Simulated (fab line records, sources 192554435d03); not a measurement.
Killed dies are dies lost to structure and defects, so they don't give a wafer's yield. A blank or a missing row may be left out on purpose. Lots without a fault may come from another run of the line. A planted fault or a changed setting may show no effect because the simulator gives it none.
Chamber matching | flow n5_finfet | N5_MOL_CONTACT_COAG_DESCUM_13 on rie_diel-05: 4 sister chambers
The step chemistry O2, time 7 s. 4 wafers are shown with their chamber, then 9 later ones without.

WAFERS WITH THEIR CHAMBER
wafer  | chamber | showerhead_plenum_p_Torr (Torr)
L085.2 | 3       | 2.17
L085.3 | 0       | 2.19
L085.5 | 2       | 2.17
L085.6 | 1       | 2.06

WAFERS WITHOUT THEIR CHAMBER
wafer  | showerhead_plenum_p_Torr (Torr)
L086.1 | 2.06
L086.3 | 2.19
L086.4 | 2.17
L090.1 | 2.17
L090.3 | 2.05
L090.6 | 2.16
L097.2 | 2.05
L097.3 | 2.16
L097.5 | 2.16

WHICH CHAMBER EACH WENT THROUGH
wafer  | from the rows above     | in truth
L086.1 | 1                       | 1
L086.3 | 0                       | 0
L086.4 | can't be placed: 2 or 3 | 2
L090.1 | can't be placed: 2 or 3 | 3
L090.3 | 1                       | 1
L090.6 | can't be placed: 2 or 3 | 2
L097.2 | 1                       | 1
L097.3 | can't be placed: 2 or 3 | 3
L097.5 | can't be placed: 2 or 3 | 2
Placed correctly: 4 of 9. Can't be placed from these rows: 5 (the true chamber is among the candidates in 5). Placed wrongly: 0.
How it was worked out, from the rows above alone: a wafer's distance from a chamber is the root of the sum, over the readings, of the square of ((its reading less the chamber's mean) divided by the reading's scatter). The wafer belongs to the nearest chamber; if the next one is less than 2 further off, it can't be placed. A chamber's mean is the mean of its shown wafers. The scatter: with one shown wafer a chamber, the root of the mean of the squares of how far each hidden wafer lies from its nearest shown one.
